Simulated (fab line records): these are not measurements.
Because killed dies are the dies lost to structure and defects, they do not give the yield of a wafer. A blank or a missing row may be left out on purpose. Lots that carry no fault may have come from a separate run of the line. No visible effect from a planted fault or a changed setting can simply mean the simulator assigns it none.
Matching of chambers || flow nandHarc || 4 sister chambers for NHARC_P_GATE_STRIP_101 on rieDiel-06
The step strips in O2, time 20 s. 4 wafers are shown with their chamber, then 12 later ones without.

EACH WAFER AND ITS CHAMBER
{"wafer": "L084.2", "chamber": 0, "showerheadPlenumPTorr (Torr)": 3.39}
{"wafer": "L090.3", "chamber": 3, "showerheadPlenumPTorr (Torr)": 3.42}
{"wafer": "L090.4", "chamber": 1, "showerheadPlenumPTorr (Torr)": 3.61}
{"wafer": "L090.5", "chamber": 2, "showerheadPlenumPTorr (Torr)": 3.73}

WAFERS WITHOUT THEIR CHAMBER
{"wafer": "L091.1", "showerheadPlenumPTorr (Torr)": 3.73}
{"wafer": "L091.2", "showerheadPlenumPTorr (Torr)": 3.39}
{"wafer": "L091.5", "showerheadPlenumPTorr (Torr)": 3.73}
{"wafer": "L093.1", "showerheadPlenumPTorr (Torr)": 3.41}
{"wafer": "L093.3", "showerheadPlenumPTorr (Torr)": 3.39}
{"wafer": "L093.5", "showerheadPlenumPTorr (Torr)": 3.73}
{"wafer": "L094.3", "showerheadPlenumPTorr (Torr)": 3.39}
{"wafer": "L094.4", "showerheadPlenumPTorr (Torr)": 3.60}
{"wafer": "L094.5", "showerheadPlenumPTorr (Torr)": 3.60}
{"wafer": "L095.1", "showerheadPlenumPTorr (Torr)": 3.73}
{"wafer": "L095.2", "showerheadPlenumPTorr (Torr)": 3.60}
{"wafer": "L095.5", "showerheadPlenumPTorr (Torr)": 3.60}

WHICH CHAMBER EACH WENT THROUGH
{"wafer": "L091.1", "from the rows above": 2, "in truth": 2}
{"wafer": "L091.2", "from the rows above": 0, "in truth": 0}
{"wafer": "L091.5", "from the rows above": 2, "in truth": 2}
{"wafer": "L093.1", "from the rows above": "can't be placed: 3 or 0", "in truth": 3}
{"wafer": "L093.3", "from the rows above": 0, "in truth": 0}
{"wafer": "L093.5", "from the rows above": 2, "in truth": 2}
{"wafer": "L094.3", "from the rows above": 0, "in truth": 0}
{"wafer": "L094.4", "from the rows above": 1, "in truth": 1}
{"wafer": "L094.5", "from the rows above": 1, "in truth": 1}
{"wafer": "L095.1", "from the rows above": 2, "in truth": 2}
{"wafer": "L095.2", "from the rows above": 1, "in truth": 1}
{"wafer": "L095.5", "from the rows above": 1, "in truth": 1}
Correctly placed: 11 of 12. Cannot be placed on the basis of these rows: 1; the candidates contain the true chamber in 1. 0 placed wrongly.
How it was worked out, from the rows above alone: a wafer's distance from a chamber is the root of the sum, over the readings, of the square of ((its reading less the chamber's mean) divided by the reading's scatter). If the next closest chamber is less than 2 further off than the closest, the wafer can't be placed; otherwise it belongs to the closest. Each chamber's mean is taken over the wafers shown for it. The scatter: with one shown wafer a chamber, the root of the mean of the squares of how far each hidden wafer lies from its nearest shown one.
